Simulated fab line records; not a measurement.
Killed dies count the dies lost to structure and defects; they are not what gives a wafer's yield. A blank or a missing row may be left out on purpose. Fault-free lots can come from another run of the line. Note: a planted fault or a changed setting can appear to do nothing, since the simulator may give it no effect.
Which tool was responsible?	flow nand harc	Sampling: 12 lots, 36 wafers, 3 of 1302 route steps

== WHAT THE GAUGES READ, wafer by wafer ==
NHARC_A_M0_INSPECT_11.
lot	measured	on	raw defect count
L074	day 23 06:40	defect inspect-02	102 106 98
L078	day 23 23:49	defect inspect-01	61 66 76
L076	day 24 05:08	defect inspect-02	106 110 116
L082	day 26 03:58	defect inspect-02	157 171 156
L083	day 26 16:40	defect inspect-02	76 84 89
L086	day 27 20:47	defect inspect-01	46 44 49
L087	day 28 01:49	defect inspect-02	68 63 58
L089	day 28 09:05	defect inspect-01	105 90 102
L090	day 30 04:01	defect inspect-01	97 90 116
L093	day 30 22:25	defect inspect-02	146 102 131
L094	day 31 05:35	defect inspect-02	79 80 92
L097	day 32 11:30	defect inspect-01	143 129 155

== EACH LOT AND THE TOOL THAT RAN IT (in order: tool; ch and the chambers of the sampled wafers; start) ==
lot	NHARC_A_CONTACT_ETCH_91	NHARC_A_CONTACT_ETCH_136
L074	rie diel-05 ch 0,2, day 22 16:40	har cap etch-01 ch 0,1, day 22 22:09
L078	rie diel-10 ch 2,3, day 23 09:27	har cap etch-02 ch 0,1, day 23 14:59
L076	rie diel-10 ch 0,1,3, day 23 12:56	har cap etch-02 ch 0,1, day 23 19:58
L082	rie diel-10 ch 0,2, day 25 13:34	har cap etch-02 ch 0,1, day 25 19:05
L083	rie diel-05 ch 1,2, day 26 02:31	har cap etch-03 ch 0,1, day 26 08:03
L086	rie diel-10 ch 0,3, day 26 21:49	har cap etch-02 ch 0,1, day 27 11:03
L087	rie diel-10 ch 0,3, day 27 11:42	har cap etch-03 ch 0,1, day 27 17:05
L089	rie diel-04 ch 1,2,3, day 27 17:47	har cap etch-02 ch 0,1, day 28 00:11
L090	rie diel-10 ch 0,3, day 29 10:46	har cap etch-02 ch 0,1, day 29 19:01
L093	rie diel-10 ch 1,2,3, day 30 06:19	har cap etch-03 ch 0,1, day 30 13:29
L094	rie diel-10 ch 0,3, day 30 14:20	har cap etch-03 ch 0,1, day 30 20:56
L097	rie diel-10 ch 1,2,3, day 31 19:37	har cap etch-02 ch 0,1, day 32 02:52
- NHARC_A_CONTACT_ETCH_91: etches the open film in CH3F/O2, target depth 40 nm, time 85.7 s.
- NHARC_A_CONTACT_ETCH_136: etches the open film in C4F8/O2/Ar, time 311 s, target depth 1912 nm.

== THE ANSWER, worked out from the rows above alone ==
Rule: what is usual is taken from the lots themselves. The widest of any qualifying gaps counts: lots, ordered by their means at a reading, are off when they make up no more than a third of the lots, leave a main group of 4 or more, and stand apart from it by 3 or more times the standard deviation of that group's means. A main group whose means are all the same, to the digits that the tables above print for the reading, isn't used. A lot without any number at a reading at which 4 lots or more have one is off too. Where the step has rows for the other lots, those lots are counted as sound.
Across all readings shown, no lot is off: no conclusion can be drawn from this.

== WHAT WAS PUT IN BY THE SIMULATOR ==
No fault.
